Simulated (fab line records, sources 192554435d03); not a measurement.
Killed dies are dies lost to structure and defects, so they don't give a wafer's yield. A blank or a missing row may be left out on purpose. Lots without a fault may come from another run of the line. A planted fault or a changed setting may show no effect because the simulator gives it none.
fab line records | flow n5_finfet | part 1 of 2: steps 1 to 20 of 31
record lots=5 wafers=15 last_day=18
route steps=1938 shown BEOL_M10@1472
lots that met no fault: from a run of the same line without faults
start_h: hours from the record's first day to the start of the lot's first wafer shown | wait_h: hours since the lot's step before | " the same as in the row above | L1.1+2: a row that stands for several wafers | - no value, or no start given | * or withheld: withheld | < > ~ a bound
route shown NAME@n: a module of which the file shows steps, and the number in the route of the first | usual: mean/standard deviation of fault-free wafers | same: alike in all rows | chamber/n: place in a boat | sites: the reading at each site | _std_site: their standard deviation | _edge_site: outer sites' mean less inner sites' | radius_mm: how far each site lies from the wafer's centre | mask NAME#n: copy n | behind: the tool/chamber that last shaped the wafer | hold: why the lot was held/for how many hours/how that ended | device: the transistor (n, p or np) that didn't switch | end of line: the same wafers' tests at the end of the route | a step without rows: its recipe alone | killed: dies lost to structure and defects at the first sort, not the wafer's yield | map: a wafer's dies, x killed, . not, _ none there
set.NAME: the setting as run; set.NAME@STEP: as run at that earlier step | model.NAME: the simulator's own value behind a step, which no gauge read
lots at some steps of the route; a table a step, a row a wafer
services: from which hour (start_h, from the record's first day; less than 0 if before it) a tool's chamber was out of use, for how many hours, and why
## steps
# step N5_BEOL_M10_THK_MEAS_01
# recipe reads=SiCOH_lowk_of_BEOL_M10_ILD_DEP_00
# usual M10_ILD_THK=269/4.6
# columns lot.wafer tool chamber start_h wait_h M10_ILD_THK[nm]
L075.1 film_metro-01 - 224.45 0.4 265
L075.2 " - " " 267
L075.6 " - " " 272
L084.1 film_metro-01 - 274.24 0.4 267
L084.2 " - " " 256
L084.5 " - " " 274
L083.1 film_metro-02 - 275.42 0.8 253
L083.2 " - " " 265
L083.4 " - " " 259
L091.1 film_metro-02 - 342.69 0.4 270
L091.4 " - " " 272
L091.6 " - " " 278
L096.3 film_metro-02 - 370.68 0.3 271
L096.5 " - " " 271
L096.6 " - " " 272
# step N5_BEOL_M10_PECVD_70
# recipe material=SiO2 target_thk_a=200 temp_c=400 precursor=TEOS/O2 pressure_torr=5.5 rf_w=450 teos_flow_sccm=53.8 gas=O2 flow_sccm=3000 time_s=22.7
# usual heater_power_w=743/75 showerhead_plenum_p_Torr=8.77/0.058 throttle_valve_pct=22.8/0.9
# columns lot.wafer tool chamber start_h wait_h heater_power_w showerhead_plenum_p_Torr throttle_valve_pct
L075.1 pecvd-02 2 224.49 0.0 741 8.76 21.8
L075.2 " 0 " " 788 8.92 22.6
L075.6 " 0 " " 808 8.93 22.5
L084.1 pecvd-01 1 274.27 0.0 650 8.75 24.0
L084.2 " 0 " " 764 8.69 23.8
L084.5 " 0 " " 747 8.71 23.8
L083.1 pecvd-01 1 275.46 0.0 708 8.75 23.8
L083.2 " 2 " " 696 8.78 23.0
L083.4 " 0 " " 761 8.71 23.6
L091.1 pecvd-01 0 342.73 0.0 793 8.73 23.8
L091.4 " 2 " " 604 8.81 23.2
L091.6 " 1 " " 716 8.76 24.0
L096.3 pecvd-01 2 370.72 0.0 653 8.80 23.5
L096.5 " 0 " " 709 8.69 23.7
L096.6 " 2 " " 646 8.79 23.5
# step N5_BEOL_M10_HM_DEP_02
# recipe material=TiN target_thk_a=200 temp_c=25 chamber_pressure_pa=0.49996
# usual throttle_valve_pct=30.1/0.98
# columns lot.wafer tool chamber start_h wait_h throttle_valve_pct
L075.1 pvd_sputter-01 - 224.89 0.4 30.7
L075.2 " - " " 30.0
L075.6 " - " " 28.8
L084.1 pvd_sputter-03 - 275.31 1.0 29.5
L084.2 " - " " 30.2
L084.5 " - " " 31.7
L083.1 pvd_sputter-02 - 276.10 0.6 30.2
L083.2 " - " " 30.1
L083.4 " - " " 29.8
L091.1 pvd_sputter-01 - 343.03 0.3 28.7
L091.4 " - " " 30.5
L091.6 " - " " 28.7
L096.3 pvd_sputter-03 - 372.66 1.9 31.8
L096.5 " - " " 29.0
L096.6 " - " " 31.6
# step N5_BEOL_M10_COAT_59
# recipe resist=SOC temp_c=250 time_s=60 spin_rpm=1500 resist_thk_nm=100
# usual chill_plate_temp_C=23.00/0.11
# columns lot.wafer tool chamber start_h wait_h chill_plate_temp_C
L075.1 litho_track-02 0 225.02 0.1 22.97
L075.2 " 0 " " 23.10
L075.6 " 0 " " 23.07
L084.1 litho_track-02 0 275.45 0.1 23.20
L084.2 " 0 " " 23.09
L084.5 " 0 " " 23.19
L083.1 litho_track-05 0 276.22 0.1 23.04
L083.2 " 0 " " 22.95
L083.4 " 0 " " 22.95
L091.1 litho_track-05 0 343.16 0.1 22.83
L091.4 " 0 " " 22.93
L091.6 " 0 " " 22.82
L096.3 litho_track-02 0 372.79 0.1 22.91
L096.5 " 0 " " 22.85
L096.6 " 0 " " 22.86
# step N5_BEOL_M10_COAT_60
# recipe resist=SiARC temp_c=220 time_s=60 spin_rpm=1500 resist_thk_nm=30
# usual chill_plate_temp_C=23.03/0.11
# columns lot.wafer tool chamber start_h wait_h chill_plate_temp_C
L075.1 litho_track-02 0 - - 22.98
L075.2 " 0 " " 22.90
L075.6 " 0 " " 23.05
L084.1 litho_track-02 0 - - 23.04
L084.2 " 0 " " 23.04
L084.5 " 0 " " 23.16
L083.1 litho_track-05 0 - - 23.01
L083.2 " 0 " " 23.03
L083.4 " 0 " " 23.01
L091.1 litho_track-05 0 - - 22.93
L091.4 " 0 " " 23.06
L091.6 " 0 " " 23.02
L096.3 litho_track-02 0 - - 23.14
L096.5 " 0 " " 23.26
L096.6 " 0 " " 23.18
# step N5_BEOL_M10_COAT_05
# recipe resist=CAR-ArF spin_rpm=1500 resist_thk_nm=90
# usual chill_plate_temp_C=22.98/0.12
# columns lot.wafer tool chamber start_h wait_h chill_plate_temp_C
L075.1 litho_track-02 0 - - 22.83
L075.2 " 0 " " 22.96
L075.6 " 0 " " 22.88
L084.1 litho_track-02 0 - - 23.10
L084.2 " 0 " " 23.28
L084.5 " 0 " " 23.13
L083.1 litho_track-05 0 - - 22.99
L083.2 " 0 " " 22.95
L083.4 " 0 " " 22.91
L091.1 litho_track-05 0 - - 23.03
L091.4 " 0 " " 22.85
L091.6 " 0 " " 22.84
L096.3 litho_track-02 0 - - 22.78
L096.5 " 0 " " 22.89
L096.6 " 0 " " 22.82
# step N5_BEOL_M10_EBR_07
# recipe solvent=PGMEA ebr_width_mm=1.5
# usual chill_plate_temp_C=22.98/0.12
# same ebr_width_mm=1.5
# columns lot.wafer tool chamber start_h wait_h chill_plate_temp_C
L075.1 litho_track-02 0 - - 22.94
L075.2 " 0 " " 23.05
L075.6 " 0 " " 23.05
L084.1 litho_track-02 0 - - 23.11
L084.2 " 0 " " 22.87
L084.5 " 0 " " 22.84
L083.1 litho_track-05 0 - - 22.96
L083.2 " 0 " " 22.77
L083.4 " 0 " " 22.87
L091.1 litho_track-05 0 - - 23.23
L091.4 " 0 " " 23.21
L091.6 " 0 " " 23.11
L096.3 litho_track-02 0 - - 23.11
L096.5 " 0 " " 23.14
L096.6 " 0 " " 23.27
# step N5_BEOL_M10_SOFTBAKE_06
# recipe temp_c=110 time_s=60 resist=CAR-ArF
# usual chill_plate_temp_C=22.99/0.099
# columns lot.wafer tool chamber start_h wait_h chill_plate_temp_C
L075.1 litho_track-02 0 - - 22.93
L075.2 " 0 " " 22.96
L075.6 " 0 " " 23.02
L084.1 litho_track-02 0 - - 22.92
L084.2 " 0 " " 23.00
L084.5 " 0 " " 23.00
L083.1 litho_track-05 0 - - 23.08
L083.2 " 0 " " 23.08
L083.4 " 0 " " 23.03
L091.1 litho_track-05 0 - - 22.94
L091.4 " 0 " " 23.14
L091.6 " 0 " " 23.25
L096.3 litho_track-02 0 - - 22.84
L096.5 " 0 " " 22.91
L096.6 " 0 " " 22.92
# step N5_BEOL_M10_EXPOSE_08
# recipe mask_id=M10 na=1.35 source_shape=dipole sigma_inner=0.411 sigma_outer=0.611 polarization=te dose_mj=53.75
# columns lot.wafer tool chamber start_h wait_h mask
L075.1+2+6 arfi_scanner-01 0 225.23 - M10#0
L084.1+2+5 arfi_scanner-01 0 275.69 - M10#0
L083.1+2+4 arfi_scanner-02 0 276.47 - M10#0
L091.1+4+6 arfi_scanner-03 0 343.40 - M10#0
L096.3+5+6 arfi_scanner-03 0 373.05 - M10#0
# step N5_BEOL_M10_PEB_09
# recipe peb_temp_c=withheld peb_time_s=60 resist=CAR-ArF
# usual chill_plate_temp_C=23.00/0.12
# columns lot.wafer tool chamber start_h wait_h chill_plate_temp_C
L075.1 litho_track-02 0 225.29 0.1 23.12
L075.2 " 0 " " 22.92
L075.6 " 0 " " 23.00
L084.1 litho_track-02 0 275.75 0.1 22.75
L084.2 " 0 " " 22.88
L084.5 " 0 " " 22.93
L083.1 litho_track-01 0 276.53 0.1 23.00
L083.2 " 0 " " 22.92
L083.4 " 0 " " 23.04
L091.1 litho_track-02 0 343.46 0.1 22.86
L091.4 " 0 " " 22.97
L091.6 " 0 " " 22.87
L096.3 litho_track-02 0 373.10 0.0 22.93
L096.5 " 0 " " 22.98
L096.6 " 0 " " 22.96
# step N5_BEOL_M10_DEVELOP_10
# recipe develop_time_s=30 developer=TMAH resist=CAR-ArF rinse_liquid=diw dry=air_spin dev_temp_c=23
# usual chill_plate_temp_C=23.00/0.1
# columns lot.wafer tool chamber start_h wait_h chill_plate_temp_C
L075.1 litho_track-02 0 - - 23.10
L075.2 " 0 " " 22.97
L075.6 " 0 " " 23.00
L084.1 litho_track-02 0 - - 22.95
L084.2 " 0 " " 22.99
L084.5 " 0 " " 22.83
L083.1 litho_track-01 0 - - 23.21
L083.2 " 0 " " 23.17
L083.4 " 0 " " 23.01
L091.1 litho_track-02 0 - - 22.67
L091.4 " 0 " " 22.91
L091.6 " 0 " " 22.96
L096.3 litho_track-02 0 - - 23.05
L096.5 " 0 " " 23.10
L096.6 " 0 " " 22.99
# step N5_BEOL_M10_CD_MEAS_11
# recipe target_cd_nm=64.1 landing_energy_ev=500 detector=se_inlens polarity=opening
# usual cd_nm=63.8/0.59
# columns lot.wafer tool chamber start_h wait_h cd_nm
L075.1 cd_sem-01 0 225.36 - 63.3
L075.2 " 0 " " 64.6
L075.6 " 0 " " 64.1
L084.1 cd_sem-01 0 275.82 - 64.0
L084.2 " 0 " " 63.6
L084.5 " 0 " " 64.3
L083.1 cd_sem-02 0 276.59 - 63.5
L083.2 " 0 " " 63.6
L083.4 " 0 " " 64.3
L091.1 cd_sem-03 0 343.53 - 63.9
L091.4 " 0 " " 63.9
L091.6 " 0 " " 63.2
L096.3 cd_sem-03 0 373.16 - 63.2
L096.5 " 0 " " 63.0
L096.6 " 0 " " 62.2
# step N5_BEOL_M10_OVL_MEAS_12
# recipe points_per_wafer=44
# usual M10_OVL=-0.1/0.84
# columns lot.wafer tool chamber start_h wait_h M10_OVL[nm]
L075.1 overlay-01 0 225.39 0.0 -0.9
L075.2 " 0 " " -0.6
L075.6 " 0 " " -0.5
L084.1 overlay-02 0 275.85 0.0 -0.6
L084.2 " 0 " " -0.7
L084.5 " 0 " " 1.1
L083.1 overlay-02 0 276.62 0.0 0.5
L083.2 " 0 " " 0.5
L083.4 " 0 " " 0.2
L091.1 overlay-02 0 343.56 0.0 -2.3
L091.4 " 0 " " -0.8
L091.6 " 0 " " -1.2
L096.3 overlay-01 0 373.19 0.0 0.2
L096.5 " 0 " " 0.3
L096.6 " 0 " " 0.0
# step N5_BEOL_M10_INSPECT_13
# recipe mode=adi inspect_instrument=brightfield
# usual raw_defect_count=408/100
# columns lot.wafer tool chamber start_h wait_h raw_defect_count
L075.1 defect_inspect-01 - 225.41 0.0 357
L075.2 " - " " 331
L075.6 " - " " 315
L084.1 defect_inspect-02 - 275.87 0.0 442
L084.2 " - " " 455
L084.5 " - " " 349
L083.1 defect_inspect-02 - 276.65 0.0 489
L083.2 " - " " 403
L083.4 " - " " 411
L091.1 defect_inspect-01 - 343.58 0.0 325
L091.4 " - " " 275
L091.6 " - " " 290
L096.3 defect_inspect-02 - 373.22 0.0 572
L096.5 " - " " 450
L096.6 " - " " 433
# step N5_BEOL_M10_DESCUM_16
# recipe chemistry=O2 time_s=7.9 source_power_w=50 bias_power_w=20 pressure_mtorr=20 rf_frequency_hz=2.712e+07 temp_c=40 resist=CAR-ArF o2_flow_sccm=225
# usual drypump_motor_current_A=5.6/0.5 oes_product_au=0.78/0.097 rf_vpp_V=243.2/1.5 showerhead_plenum_p_Torr=2.10/0.079 throttle_valve_pct=20.36/0.26
# columns lot.wafer tool chamber start_h wait_h drypump_motor_current_A oes_product_au rf_hours_counter_h rf_vpp_V showerhead_plenum_p_Torr throttle_valve_pct
L075.1 rie_diel-01 2 225.87 0.5 5.5 0.89 33 245.7 2.24 20.16
L075.2 " 0 " " 6.0 0.67 227 244.1 2.19 20.73
L075.6 " 3 " " 5.7 0.88 - 240.3 2.07 20.16
L084.1 rie_diel-05 0 275.91 0.0 5.2 0.68 213 243.0 2.05 20.08
L084.2 " 1 " " 5.4 0.69 220 242.9 2.07 20.70
L084.5 " 2 " " 6.2 0.68 - 240.4 1.97 20.72
L083.1 rie_diel-01 0 276.72 0.1 6.0 0.66 246 244.1 2.18 20.76
L083.2 " 3 " " 5.7 0.84 41 242.7 2.07 20.19
L083.4 " 2 " " 5.5 0.87 48 245.1 2.23 20.17
L091.1 rie_diel-01 0 343.78 0.2 6.0 0.94 14 242.1 2.17 20.47
L091.4 " 0 " " 6.0 0.93 - 242.7 2.17 20.46
L091.6 " 0 " " 6.0 0.93 - 243.1 2.17 20.47
L096.3 rie_diel-05 1 373.50 0.3 5.4 0.66 254 242.0 2.06 20.76
L096.5 " 2 " " 6.2 1.00 - 246.6 2.23 20.14
L096.6 " 1 " " 5.4 0.66 - 242.2 2.06 20.76
# step N5_BEOL_M10_ETCH_61
# recipe chemistry=CF4 target=SiARC target_depth_a=390 mask_material=CAR-ArF time_s=65 ion_energy_ev=80 pressure_mtorr=40 source_w=545 bias_w=36 Ar_flow_sccm=100 cf4_flow_sccm=100 ends=cleared
# usual drypump_motor_current_A=5.6/0.5 etch_rf_on_time_s=65.5/2.4 oes_product_au=0.67/0.082 rf_vpp_V=184.0/1.2 showerhead_plenum_p_Torr=2.14/0.079 throttle_valve_pct=15.51/0.26
# columns lot.wafer tool chamber start_h wait_h drypump_motor_current_A etch_rf_on_time_s oes_product_au rf_hours_counter_h rf_vpp_V showerhead_plenum_p_Torr throttle_valve_pct
L075.1 rie_diel-01 2 225.91 0.0 5.6 62.8 0.77 33 186.6 2.28 15.27
L075.2 " 0 " " 6.0 65.7 0.59 227 184.6 2.18 15.69
L075.6 " 3 " " 5.7 68.4 0.74 - 183.8 2.10 15.22
L084.1 rie_diel-05 0 275.94 0.0 5.2 69.0 0.58 213 182.7 2.12 15.54
L084.2 " 1 " " 5.4 68.7 0.58 220 183.7 2.09 15.72
L084.5 " 2 " " 6.2 64.5 0.59 - 183.8 2.04 15.97
L083.1 rie_diel-01 0 276.76 0.0 6.0 67.4 0.57 246 184.7 2.18 15.71
L083.2 " 3 " " 5.8 69.4 0.71 41 181.5 2.09 15.25
L083.4 " 2 " " 5.6 63.0 0.75 48 185.7 2.27 15.28
L091.1 rie_diel-01 0 343.83 0.0 6.0 64.0 0.80 14 183.6 2.17 15.27
L091.4 " 0 " " 6.0 64.5 0.79 - 182.9 2.17 15.29
L091.6 " 0 " " 6.0 64.3 0.79 - 184.4 2.17 15.26
L096.3 rie_diel-05 1 373.54 0.0 5.4 68.8 0.57 254 183.7 2.08 15.79
L096.5 " 2 " " 6.2 63.7 0.86 - 185.6 2.29 15.43
L096.6 " 1 " " 5.4 68.6 0.56 - 184.9 2.08 15.79
# step N5_BEOL_M10_ETCH_62
# recipe chemistry=N2/H2 target=SOC target_depth_a=1100 overetch_a=220 mask_material=SiARC temp_c=40 time_s=165 ion_energy_ev=200 pressure_mtorr=30 source_w=840 bias_w=150 n2_flow_sccm=200 h2_flow_sccm=200
# usual drypump_motor_current_A=5.6/0.5 oes_product_au=0.67/0.077 rf_vpp_V=523.9/2.7 showerhead_plenum_p_Torr=2.54/0.094 throttle_valve_pct=17.68/0.3
# columns lot.wafer tool chamber start_h wait_h drypump_motor_current_A oes_product_au rf_hours_counter_h rf_vpp_V showerhead_plenum_p_Torr throttle_valve_pct
L075.1 rie_diel-01 2 225.96 0.0 5.6 0.75 33 528.1 2.70 17.30
L075.2 " 0 " " 6.0 0.58 227 526.9 2.62 17.97
L075.6 " 3 " " 5.8 0.75 - 521.6 2.48 17.38
L084.1 rie_diel-05 0 275.99 0.0 5.2 0.59 213 522.7 2.50 17.52
L084.2 " 1 " " 5.4 0.59 220 523.0 2.49 17.84
L084.5 " 2 " " 6.2 0.58 - 520.2 2.42 18.23
L083.1 rie_diel-01 0 276.81 0.0 6.0 0.58 246 525.1 2.61 17.99
L083.2 " 3 " " 5.8 0.73 41 522.6 2.48 17.42
L083.4 " 2 " " 5.6 0.74 48 528.1 2.69 17.33
L091.1 rie_diel-01 0 343.91 0.1 6.0 0.77 14 526.4 2.60 17.66
L091.4 " 0 " " 6.0 0.78 - 524.8 2.61 17.64
L091.6 " 0 " " 6.0 0.78 - 526.5 2.61 17.64
L096.3 rie_diel-05 1 373.59 0.0 5.4 0.57 254 524.2 2.48 17.88
L096.5 " 2 " " 6.2 0.85 - 528.1 2.73 17.67
L096.6 " 1 " " 5.4 0.58 - 521.4 2.47 17.90
# step N5_BEOL_M10_STRIP_68
# recipe chemistry=N2/H2 temp_c=40 n2_flow_sccm=200 h2_flow_sccm=200 rf_frequency_hz=6e+07
# columns lot.wafer tool chamber start_h wait_h
L075.1+2+6 rie_diel-01 2,0,3 226.09 0.1
L084.1+2+5 rie_diel-05 0,1,2 276.13 0.1
L083.1+2+4 rie_diel-01 0,3,2 276.94 0.1
L091.1+4+6 rie_diel-01 0 344.11 0.1
L096.3+5+6 rie_diel-05 1,2,1 373.72 0.1
# step N5_BEOL_M10_STRIP_67
# recipe chemistry=CF4 resist=SiARC power_w=300 bias_power_w=75 pressure_mtorr=50 cf4_flow_sccm=150 rf_frequency_hz=6e+07
# usual drypump_motor_current_A=5.6/0.49 oes_product_au=0.79/0.089 rf_vpp_V=271.3/1.7 showerhead_plenum_p_Torr=1.80/0.064 throttle_valve_pct=13.49/0.28
# columns lot.wafer tool chamber start_h wait_h drypump_motor_current_A oes_product_au rf_hours_counter_h rf_vpp_V showerhead_plenum_p_Torr throttle_valve_pct
L075.1 rie_diel-01 2 226.10 0.0 5.5 0.89 33 273.2 1.91 13.22
L075.2 " 0 " " 6.0 0.69 227 272.5 1.83 13.71
L075.6 " 3 " " 5.7 0.88 - 271.0 1.76 13.20
L084.1 rie_diel-05 0 276.14 0.0 5.2 0.70 213 270.4 1.77 13.56
L084.2 " 1 " " 5.4 0.70 220 270.9 1.75 13.72
L084.5 " 2 " " 6.2 0.68 - 267.2 1.71 13.92
L083.1 rie_diel-01 0 276.95 0.0 6.0 0.67 246 273.5 1.82 13.75
L083.2 " 3 " " 5.7 0.86 41 270.3 1.76 13.25
L083.4 " 2 " " 5.5 0.86 48 274.3 1.91 13.26
L091.1 rie_diel-01 0 344.13 0.0 6.0 0.92 14 272.4 1.82 13.22
L091.4 " 0 " " 6.0 0.92 - 271.7 1.82 13.23
L091.6 " 0 " " 6.0 0.92 - 272.7 1.82 13.24
L096.3 rie_diel-05 1 373.73 0.0 5.4 0.68 254 269.5 1.74 13.81
L096.5 " 2 " " 6.2 0.99 - 273.0 1.92 13.36
L096.6 " 1 " " 5.4 0.68 - 272.7 1.74 13.79
# step N5_BEOL_M10_HM_OPEN_17
# recipe chemistry=Cl2/BCl3 target_depth_a=200 overetch_a=60 target=TiN mask_material=SOC ion_energy_ev=150 pressure_mtorr=10 icp_w=1000 bias_w=126 Cl2_flow_sccm=53.25 bcl3_flow_sccm=21.75 Ar_flow_sccm=25
# usual drypump_motor_current_A=5.62/0.28 oes_product_au=0.68/0.077 throttle_valve_pct=22.30/0.22
# columns lot.wafer tool chamber start_h wait_h drypump_motor_current_A oes_product_au rf_hours_counter_h throttle_valve_pct
L075.1 rie_metal-02 1 226.15 0.0 5.52 0.85 1 22.22
L075.2 " 1 " " 5.52 0.84 - 22.23
L075.6 " 1 " " 5.52 0.85 - 22.24
L084.1 rie_metal-03 1 276.18 0.0 5.90 0.67 45 22.47
L084.2 " 0 " " 5.67 0.61 68 22.26
L084.5 " 0 " " 5.66 0.60 - 22.27
L083.1 rie_metal-01 1 276.99 0.0 5.62 0.74 19 21.80
L083.2 " 0 " " 5.48 0.72 16 22.63
L083.4 " 1 " " 5.64 0.74 - 21.80
L091.1 rie_metal-03 1 344.18 0.0 5.93 0.65 50 22.52
L091.4 " 0 " " 5.67 0.59 - 22.28
L091.6 " 1 " " 5.92 0.64 - 22.54
L096.3 rie_metal-01 0 373.80 0.1 5.45 0.71 - 22.61
L096.5 " 1 " " 5.65 0.73 - 21.80
L096.6 " 0 " " 5.47 0.70 - 22.59
